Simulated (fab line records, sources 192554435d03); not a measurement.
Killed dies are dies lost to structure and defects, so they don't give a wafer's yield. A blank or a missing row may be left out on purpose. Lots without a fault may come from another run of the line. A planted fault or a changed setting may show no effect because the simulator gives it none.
A struck lot beside a sound one | flow n5_finfet | 18 steps out of a route of 1938
Sound: wafers L531.1, L531.2, L531.5. Struck: wafers L535.1, L535.5, L535.6. The cause comes at the end.
At each step with rows: each side's tool, then ch and its chambers, then its first start. Under that, the readings that differ: sound wafers | struck wafers | difference of the means | sigmas: that difference in standard deviations of wafers without a fault.
alike: readings whose means differ by less than 2 such deviations, and words and numbers that are the same on both sides. not compared: withheld readings, readings that some wafer has no value for, bounds like >300 that may hide the same value, and numbers for which the record gives no deviation and whose values overlap.
The two part at a step that has a row with sigmas, a row that says differs or no value, or rows on one side only. Numbers that don't overlap but have no deviation are shown without sigmas and don't part them. A reading that every wafer of one side lacks parts them only if that side has two wafers or more.

first, 10 steps without rows for these wafers: N5_ZERO_LAYER_HARDBAKE_23 (time 120 s); N5_ZERO_LAYER_DESCUM_16 (chemistry O2, time 7.9 s); N5_ZERO_LAYER_ETCH_17 (etches SiO2 in CF4, target depth 12 nm, time 13.3 s); N5_ZERO_LAYER_ETCH_18 (etches Si in HBr/Cl2, target depth 120 nm, time 40 s); N5_ZERO_LAYER_STRIP_24 (strips in O2); N5_ZERO_LAYER_STRIP_19 (strips in SPM, time 900 s); N5_WELL_APT_HMDS_01 (time 60 s); N5_WELL_APT_COAT_02 (resist thk 950 nm); N5_WELL_APT_EBR_04; N5_WELL_APT_SOFTBAKE_03 (time 60 s).
N5_WELL_APT_EXPOSE_05: exposes mask NWELL, defocus 0 nm, target cd 200 nm.
  sound on krf_scanner-02 ch 0, day 3 13:51; struck on krf_scanner-01, day 4 13:23
  no value came back on the struck wafers for exposure_dose_mJ_cm2, focus_offset_nm (nm); on the sound wafers exposure_dose_mJ_cm2 reads 20.309 20.307 20.310
  alike: mask
then, 3 steps without rows for these wafers: N5_WELL_APT_PEB_06 (peb time 90 s); N5_WELL_APT_DEVELOP_07 (develop time 45 s); N5_WELL_APT_HARDBAKE_12 (time 120 s).
N5_WELL_APT_CD_MEAS_08: target cd 200 nm.
  sound on cd_sem-02 ch 0, day 3 14:02; struck on cd_sem-02 ch 0, day 4 13:34
  reading    | sound             | struck | difference                    | sigmas
  cd_nm (nm) | 201.3 195.0 195.1 | - - -  | no value on the struck wafers |
N5_WELL_APT_OVL_MEAS_09:
  sound on overlay-01 ch 0, day 3 14:04; struck on overlay-02 ch 0, day 4 13:35
  reading        | sound | struck | difference                    | sigmas
  NWELL_OVL (nm) | 5 4 2 | - - -  | no value on the struck wafers |
N5_BEOL_M4_RC_MEAS_101:
  the record has rows for the sound wafers here (prober-02 ch 0, day 12 22:33) and none for the struck ones
-- the record jumps here: 14 days lie between the struck wafers' starts before and after (it left off in module BEOL_M4 and takes up again in module PASSIVATION, whose first step shown is number 1936 of the route) --
N5_PASSIVATION_PROBE_49:
  sound on prober-01, day 17 22:13; struck on prober-02, day 18 21:08
  reading                  | sound          | struck         | difference | sigmas
  defect_limited_yield (%) | 90.1 91.1 88.7 | 0 0 0          | -90        | -56
  killed_at_front_end      | 56 46 49       | 1121 1103 1122 | +1065      | +97
  killed_dies              | 117 105 133    | 1180 1180 1180 | +1062      | +56
  killed_on_rim            | 12 14 16       | 152 152 152    | +138       | +32
  sort_bin_5_function (%)  | 6.3 5.5 6.4    | 96.2 96.8 96.7 | +90.5      | +90
  sort_n_pass              | 1063 1075 1047 | 0 0 0          | -1062      | -53
  sort_yield_pct (%)       | 90.1 91.1 88.7 | 0 0 0          | -90        | -53
  alike: killed_at_M0_to_M3, killed_at_M4_up, killed_at_contacts, killed_at_other, killed_open, killed_short, sort_bin_6_memory

WHERE THEY PART
First at N5_WELL_APT_EXPOSE_05; last, within this record, at N5_PASSIVATION_PROBE_49.

WHY: what the simulator had put in
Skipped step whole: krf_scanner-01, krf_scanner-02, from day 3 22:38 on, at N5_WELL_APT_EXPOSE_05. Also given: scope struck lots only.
